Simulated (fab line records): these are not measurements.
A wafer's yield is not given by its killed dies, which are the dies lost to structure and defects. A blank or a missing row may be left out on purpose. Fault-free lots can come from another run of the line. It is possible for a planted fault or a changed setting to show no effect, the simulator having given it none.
A lot that was struck, set against a sound lot	flow n5_finfet	23 out of 1938 route steps
Sound: wafers L704.1, L704.2, L704.4. Wafers struck: L696.1, L696.2, L696.4. The cause is named last.
Each step with rows lists, per side, the tool, then ch with its chambers, then its first start. Under that, the readings that differ: sound wafers	struck wafers	difference of the means	sigmas: that difference in standard deviations of wafers without a fault.
alike: readings whose means differ by less than 2 such deviations, and words and numbers that are the same on both sides. not compared: withheld readings, readings that some wafer has no value for, bounds like >300 that may hide the same value, and numbers for which the record gives no deviation and whose values overlap.
The two part at a step that has a row with sigmas, a row that says differs or no value, or rows on one side only. Non-overlapping numbers with no deviation appear without sigmas and do not part them. A reading missing from all wafers of one side parts the sides only when that side holds two or more wafers.

first, 9 steps without rows for these wafers: N5_BEOL_M12_EXPOSE_07 (exposes mask V11); N5_BEOL_M12_PEB_08 (peb time 90 s); N5_BEOL_M12_DEVELOP_09 (develop time 45 s); N5_BEOL_M12_HARDBAKE_14 (time 120 s); N5_BEOL_M12_DESCUM_15 (chemistry O2, time 7.9 s); N5_BEOL_M12_ETCH_59 (etches BARC in N2/H2, target depth 89 nm, overetch 26.7 nm, time 67.9 s); N5_BEOL_M12_VIA_ETCH_16 (etches SiOC in C4F8/O2/Ar, target depth 724.8 nm); N5_BEOL_M12_STRIP_63 (strips in N2/H2); N5_BEOL_M12_STRIP_64 (strips in N2/H2).
N5_BEOL_M12_STRIP_71: strips in post etch residue remover, time 60 s.
  sound on wet_bench-03 ch 3,4,7, day 16 20:59; struck on wet_bench-01 ch 0,3,4, day 14 23:15
then, 10 steps without rows for these wafers: N5_BEOL_M12_SRD_72 (time 30 s, dry time 30 s); N5_BEOL_M12_COAT_65 (time 60 s, resist thk 300 nm); N5_BEOL_M12_COAT_66 (time 60 s, resist thk 110 nm); N5_BEOL_M12_COAT_22 (resist thk 300 nm); N5_BEOL_M12_EBR_24; N5_BEOL_M12_SOFTBAKE_23 (time 60 s); N5_BEOL_M12_EXPOSE_25 (exposes mask M12); N5_BEOL_M12_PEB_26 (peb time 90 s); N5_BEOL_M12_DEVELOP_27 (develop time 45 s); N5_BEOL_M12_HARDBAKE_32 (time 120 s).
N5_BEOL_M12_INSPECT_30: inspects for defects (macro).
  sound on defect_inspect-02, day 16 21:34; struck on defect_inspect-01, day 14 23:49
reading	sound	struck	difference	sigmas
raw_defect_count	3 5 3	262 284 268	+268	+99 or more
then, 1 step without rows for these wafers: N5_BEOL_M12_DESCUM_33 (chemistry O2, time 7.9 s).
N5_PASSIVATION_PROBE_49:
  only the struck wafers here have rows in the record (prober-02, day 16 12:52); the sound ones have none

== WHERE THEY PART ==
At N5_BEOL_M12_INSPECT_30 first; at N5_PASSIVATION_PROBE_49 last (within this record only).

WHY: the cause the simulator had injected
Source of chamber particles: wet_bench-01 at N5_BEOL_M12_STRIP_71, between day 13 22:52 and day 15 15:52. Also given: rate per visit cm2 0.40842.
